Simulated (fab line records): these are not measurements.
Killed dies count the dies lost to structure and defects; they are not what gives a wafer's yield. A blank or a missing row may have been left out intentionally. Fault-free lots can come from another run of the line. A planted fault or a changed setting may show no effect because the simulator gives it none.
fab line records | flow n5Finfet
record lots=3 | wafers=9 | lastDay=19
route steps=1938 shown BEOL_M5@1123 PASSIVATION@1936
lots that met no fault: taken from a fault-free run of the same line
startH: the number of hours between the record's first day and the start of the first shown wafer of the lot | waitH: hours elapsed since this lot's preceding step | " unchanged from the row above | L1.1+2: several wafers, shown together as one row | - no value present, or no start provided | * or withheld: withheld | < > ~ a bound
route shown NAME@n: names a module that has steps shown in the file, with the first one's number in the route | usual: average and standard deviation across the fault-free wafers | same: alike in all rows | chamber/n: place in a boat | sites: per-site readings | _std_site: the values' standard deviation | _edge_site: inner sites' mean taken away from outer sites' mean | radiusMm: for every site, how far away it sits from the centre of the wafer | mask NAME#n: copy n | behind: the most recent tool/chamber to have shaped the wafer | hold: why the lot was held/for how many hours/how that ended | device: transistor that didn't switch, given as n, p or np | end of line: tests of these same wafers at the route's end | a step with no rows: only its recipe | killed: the dies lost at the first sort to structure and to defects; this is not the yield of the wafer | map: a wafer's dies, marking killed ones x, the rest . and places with no die _
set.NAME: the setting the step ran with; set.NAME@STEP: the setting that earlier step ran with | model.NAME: the simulator's own value behind a step, which no gauge read
a table for each step, a row for each wafer; lots at some steps of the route
services: when a tool's chamber went out of use (startH, in hours from the record's first day, below 0 if earlier), for how many hours, and the reason
## steps
# step N5_BEOL_M5_EXPOSE_08
# recipe maskId=M5 | na=0.33 | sourceShape=annular | sigmaInner=0.4 | sigmaOuter=0.8 | polarization=unpolarized | targetCdNm=28 | doseMj=35.75
# step N5_BEOL_M5_PEB_09
# recipe pebTempC=100 | pebTimeS=60 | resist=CAR-EUV
# step N5_BEOL_M5_DEVELOP_10
# recipe developTimeS=30 | developer=TMAH | resist=CAR-EUV | rinseLiquid=surfactantRinse | dry=airSpin | devTempC=23
# step N5_BEOL_M5_DESCUM_16
# recipe chemistry=O2 | timeS=7 | sourcePowerW=50 | biasPowerW=20 | pressureMtorr=20 | rfFrequencyHz=2.712e+07 | tempC=40 | resist=CAR-EUV | o2FlowSccm=225
# step N5_BEOL_M5_ETCH_72
# recipe chemistry=N2/H2 | target=underlayer | targetDepthA=65 | maskMaterial=CAR-EUV | timeS=5.2 | ionEnergyEv=200 | pressureMtorr=30 | sourceW=840 | biasW=150 | n2FlowSccm=200 | h2FlowSccm=200 | ends=cleared
# step N5_BEOL_M5_ETCH_61
# recipe chemistry=CF4 | target=SiARC | targetDepthA=156 | maskMaterial=CAR-EUV | timeS=26 | ionEnergyEv=80 | pressureMtorr=40 | sourceW=545 | biasW=36 | Ar_flow_sccm=100 | cf4FlowSccm=100 | ends=cleared
# step N5_BEOL_M5_ETCH_62
# recipe chemistry=N2/H2 | target=SOC | targetDepthA=750 | overetchA=150 | maskMaterial=SiARC | tempC=40 | timeS=112.5 | ionEnergyEv=200 | pressureMtorr=30 | sourceW=840 | biasW=150 | n2FlowSccm=200 | h2FlowSccm=200
# step N5_BEOL_M5_STRIP_63
# recipe chemistry=N2/H2 | tempC=40 | n2FlowSccm=200 | h2FlowSccm=200 | rfFrequencyHz=6e+07
# step N5_BEOL_M5_STRIP_73
# recipe chemistry=N2/H2 | tempC=40 | n2FlowSccm=200 | h2FlowSccm=200 | rfFrequencyHz=6e+07
# step N5_BEOL_M5_STRIP_64
# recipe chemistry=CF4 | resist=SiARC | powerW=300 | biasPowerW=75 | pressureMtorr=50 | cf4FlowSccm=150 | rfFrequencyHz=6e+07
# usual drypumpMotorCurrentA=5.5/0.39 | oesProductAu=0.78/0.098 | rfVppV=270.9/1.8 | showerheadPlenumPTorr=1.78/0.064 | throttleValvePct=13.53/0.27
lot.wafer | tool       | chamber | startH | waitH | drypumpMotorCurrentA | oesProductAu | rfHoursCounterH | rfVppV | showerheadPlenumPTorr | throttleValvePct
L790.1    | rieDiel-04 | 0       | 247.11 | 0.0   | 5.8                  | 0.88         | 32              | 271.8  | 1.76                  | 13.24
L790.2    | "          | 2       | "      | "     | 5.2                  | 0.72         | 180             | 273.6  | 1.84                  | 13.67
L790.3    | "          | 3       | "      | "     | 5.7                  | 0.67         | 246             | 270.3  | 1.76                  | 13.83
L802.1    | rieDiel-04 | 2       | 315.70 | 0.0   | 5.2                  | 0.70         | 203             | 272.1  | 1.84                  | 13.70
L802.4    | "          | 0       | "      | "     | 5.8                  | 0.86         | -               | 270.2  | 1.75                  | 13.28
L802.6    | "          | 1       | "      | "     | 6.3                  | 0.91         | -               | 274.9  | 1.90                  | 13.25
L805.3    | rieDiel-06 | 0       | 344.53 | 0.0   | 4.9                  | 0.79         | 77              | 270.3  | 1.73                  | 13.29
L805.5    | "          | 0       | "      | "     | 4.9                  | 0.80         | -               | 270.3  | 1.73                  | 13.29
L805.6    | "          | 3       | "      | "     | 5.3                  | 0.70         | -               | 267.0  | 1.70                  | 13.98
# step N5_BEOL_M5_HM_OPEN_17
# recipe chemistry=Cl2/BCl3 | targetDepthA=200 | overetchA=60 | target=TiN | maskMaterial=SOC | ionEnergyEv=150 | pressureMtorr=10 | icpW=1000 | biasW=126 | Cl2_flow_sccm=53.25 | bcl3FlowSccm=21.75 | Ar_flow_sccm=25
# step N5_BEOL_M5_STRIP_19
# recipe chemistry=O2 | powerW=400 | tempC=40 | pressureMtorr=30 | rfFrequencyHz=6e+07 | biasPowerW=0 | overashFraction=0.2 | o2FlowSccm=225
# step N5_BEOL_M5_COAT_65
# recipe resist=SOC | tempC=250 | timeS=60 | spinRpm=1500 | resistThkNm=60
# step N5_BEOL_M5_COAT_66
# recipe resist=SiARC | tempC=220 | timeS=60 | spinRpm=1500 | resistThkNm=12
# step N5_BEOL_M5_COAT_74
# recipe resist=underlayer | tempC=205 | timeS=60 | spinRpm=1500 | resistThkNm=5
# step N5_BEOL_M5_COAT_22
# recipe resist=CAR-EUV | spinRpm=1500 | resistThkNm=30
# step N5_BEOL_M5_EBR_24
# recipe solvent=PGMEA | ebrWidthMm=1.5
# step N5_BEOL_M5_SOFTBAKE_23
# recipe tempC=110 | timeS=60 | resist=CAR-EUV
# step N5_BEOL_M5_EXPOSE_25
# recipe maskId=V4 | na=0.33 | sourceShape=quasar | sigmaInner=0.2 | sigmaOuter=0.6 | polarization=unpolarized | defocusNm=10 | doseMj=52.75
# step N5_BEOL_M5_PEB_26
# recipe pebTempC=100 | pebTimeS=60 | resist=CAR-EUV
# step N5_BEOL_M5_DEVELOP_27
# recipe developTimeS=30 | developer=TMAH | resist=CAR-EUV | rinseLiquid=surfactantRinse | dry=airSpin | devTempC=23
# step N5_BEOL_M5_INSPECT_30
# recipe mode=adi | inspectInstrument=brightfield
# usual rawDefectCount=388/100
lot.wafer | tool             | chamber | startH | waitH | rawDefectCount
L790.1    | defectInspect-02 | -       | 249.42 | 0.1   | 508
L790.2    | "                | -       | "      | "     | 381
L790.3    | "                | -       | "      | "     | 385
L802.1    | defectInspect-01 | -       | 316.35 | 0.1   | 756
L802.4    | "                | -       | "      | "     | 341
L802.6    | "                | -       | "      | "     | 469
L805.3    | defectInspect-02 | -       | 346.03 | 0.0   | 422
L805.5    | "                | -       | "      | "     | 377
L805.6    | "                | -       | "      | "     | 329
# step N5_BEOL_M5_DESCUM_33
# recipe chemistry=O2 | timeS=7 | sourcePowerW=50 | biasPowerW=20 | pressureMtorr=20 | rfFrequencyHz=2.712e+07 | tempC=40 | resist=CAR-EUV | o2FlowSccm=225
# step N5_PASSIVATION_PROBE_49
# usual defectLimitedYield=90.9/1.4 | killed_at_M0_to_M3=38/11 | killed_at_M4_up=13/5.9 | killedAtContacts=14/6.4 | killedAtFrontEnd=38/11 | killedAtOther=3.3/2.5 | killedDies=107/16 | killedOpen=70/12 | killedShort=35/7.7 | sort_bin_5_function=5.3/0.94 | sort_bin_6_memory=3.5/0.7 | sortNPass=1073/16 | sortYieldPct=90.9/1.4
# same grossDies=1180 | killedAtBackSide=0 | sort_bin_4_leakage[%]=0 | sort_bin_8_speed[%]=0
lot.wafer | tool      | chamber | startH | waitH | defectLimitedYield[%] | killed_at_M0_to_M3 | killed_at_M4_up | killedAtContacts | killedAtFrontEnd | killedAtOther | killedDies | killedOpen | killedShort | sort_bin_5_function[%] | sort_bin_6_memory[%] | sortNPass | sortYieldPct[%]
L802.1    | prober-01 | -       | 417.35 | 0.0   | 83.6                  | 49                 | 109             | 9                | 26               | 0             | 193        | 58         | 32          | 10.4                   | 4.5                  | 987       | 83.6
L802.4    | prober-01 | -       | 417.50 | 0.2   | 89.3                  | 64                 | 15              | 11               | 30               | 6             | 126        | 84         | 41          | 6.6                    | 3.8                  | 1054      | 89.3
L802.6    | prober-01 | -       | 417.60 | 0.3   | 91.4                  | 49                 | 9               | 13               | 30               | 1             | 102        | 61         | 38          | 4.9                    | 3.2                  | 1078      | 91.4
# killed by level:class
L802.1 BEOL_M5:unspecified=102 BEOL_M0_SAQP:geometricParticle:short=15 BEOL_M0_SAQP:geometricParticle:open=11 FIN_SAQP:geometricParticle:open=8 BEOL_M3:geometricParticle:open=8 FIN_SAQP:geometricParticle:short=7 BEOL_M1:geometricParticle:open=7 MOL_CONTACT_COAG:geometricParticle:open=5
L802.4 BEOL_M0_SAQP:geometricParticle:open=16 BEOL_M3:geometricParticle:open=11 MOL_CONTACT_COAG:geometricParticle:open=9 BEOL_M1:geometricParticle:open=9 BEOL_M2:geometricParticle:open=8 BEOL_M0_SAQP:geometricParticle:short=7 FIN_SAQP:geometricParticle:short=6 BEOL_M3:geometricParticle:short=6
L802.6 BEOL_M0_SAQP:geometricParticle:short=14 BEOL_M1:geometricParticle:open=13 MOL_CONTACT_COAG:geometricParticle:open=10 BEOL_M0_SAQP:geometricParticle:open=9 FIN_SAQP:geometricParticle:short=6 GATE_CUT:geometricParticle:short=5 BEOL_M3:geometricParticle:open=5 FIN_SAQP:geometricParticle:open=4
# map L802.1 (x killed, . not)
_________________.....x......________________
______________..x..............._____________
___________........................__________
__________........x...x............._________
________x......x.........x....x......._______
_______................................______
______.................................._____
_____.x......................x.......x...____
____....x..................x............x.___
___.................x.........x.x..........__
___.......x.........x............xxx.......__
__...........x.x...x....x................x.._
__......x.x...........xx.xx.xx..xx.........x_
_.............x...x.xxxxxxxxx.............x..
_................xxxxxxxxxxxx.............x..
_..............x.x.xxxxxxxxxx.x..............
_......x.......x.xxxxxxxxxxxxxx..............
_..x...x......x...xxxxxxxxxx.xxx.x....x......
_..x..........x..xxxxxxxxxxxxxx..............
_..................xxxxxxxxx...x.............
_.....x...........xx.xxxxx.xx................
__....x.......x....x...x.xx....x..x........._
__x......x..........x.xx.x....x..........x.._
___x..xxx...........x.....x....x...x....x..__
___.......................................x__
____..............x..x.x.....x..........x.___
_____...x................................____
______.............x.......x....x......._____
_______.............x..............x...______
________......x....x...........x......_______
__________........x.x.........x....._________
___________......x......x..........__________
______________..x..............._____________
_________________....x.......________________
# map L790.2 (x killed, . not)
_________________x.........x.________________
______________..x..............._____________
___________..........x.x...........__________
__________..................x.x....._________
________........x..........x.x.x......_______
_______..............x..x........x.....______
______x................................._____
_____x.....x.x...............x......x..x.____
____....x.....x..........x.x...x.x........___
___..x......................x....x.......x.__
___.......x.....................x..........__
__............x..........x.....x.........x.._
__.....x...x..........x................x...._
_..x.......x....x....x......x.x.....x.x.....x
_.......xx.......x...........x........x......
_.xx.............x......x..x..x...x..........
_............................................
_.......x............................x.......
_.x........x.......x.............x......x....
_..x..........x......x.......................
_..x.........x..x........................xx..
__..x...x..x...x........................x..._
__...xx......x.x...x............x..........._
___................x........x.....x........__
___.....x.......x.x....x....x..............__
____.....................................x___
_____...................x.....x..x.......____
______....x...x...x....................._____
_______................................______
________....x..x.....x................_______
__________....x........x.....x......_________
___________........................__________
______________...........x......_____________
_________________..x..x.....x________________
## services
tool       | chamber | startH | hours | kind
rieDiel-06 | 2       | 226.76 | 7.4   | repair
rieDiel-04 | 3       | 236.60 | 5.9   | repair
rieDiel-04 | 1       | 265.95 | -     | clean
rieDiel-04 | 1       | 265.95 | -     | consumableReplace:focusRing
rieDiel-04 | 1       | 265.95 | -     | consumableReplace:showerhead
rieDiel-04 | 1       | 265.95 | 20.5  | scheduledDown
rieDiel-04 | 1       | 265.95 | 20.5  | ventCycle
rieDiel-04 | 3       | 294.15 | 6.5   | repair
rieDiel-04 | 3       | 300.66 | -     | clean
rieDiel-04 | 3       | 300.66 | -     | consumableReplace:focusRing
rieDiel-04 | 3       | 300.66 | 27.3  | scheduledDown
rieDiel-04 | 3       | 300.66 | 27.3  | ventCycle
rieDiel-06 | 2       | 324.33 | -     | clean
rieDiel-06 | 2       | 324.33 | -     | consumableReplace:focusRing
rieDiel-06 | 2       | 324.33 | 21.0  | scheduledDown
rieDiel-06 | 2       | 324.33 | 21.0  | ventCycle
rieDiel-06 | 3       | 331.95 | 2.6   | repair
rieDiel-04 | -       | 336.59 | 4.8   | repair
rieDiel-06 | -       | 338.02 | 0.6   | repair
## key
firstSign step=N5_BEOL_M5_INSPECT_30 | reading=rawDefectCount | direction=up | sigmas=3.7 | usual=388 | struck=756
effect step=N5_PASSIVATION_PROBE_49 | reading=killed_at_M4_up | direction=up | sigmas=16 | usual=13 | struck=109
moreKillsBornAt N5_BEOL_M5_STRIP_64@rieDiel-04=102
metAt N5_BEOL_M5_STRIP_64
struckWafers L802.1
onsetBetween 247.11 315.70
fault kind=chamberParticleSource | tool=rieDiel-04 | chamber=2 | onsetH=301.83 | steps=N5_BEOL_M5_STRIP_64 | ratePerVisitCm2=0.5553 | endH=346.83
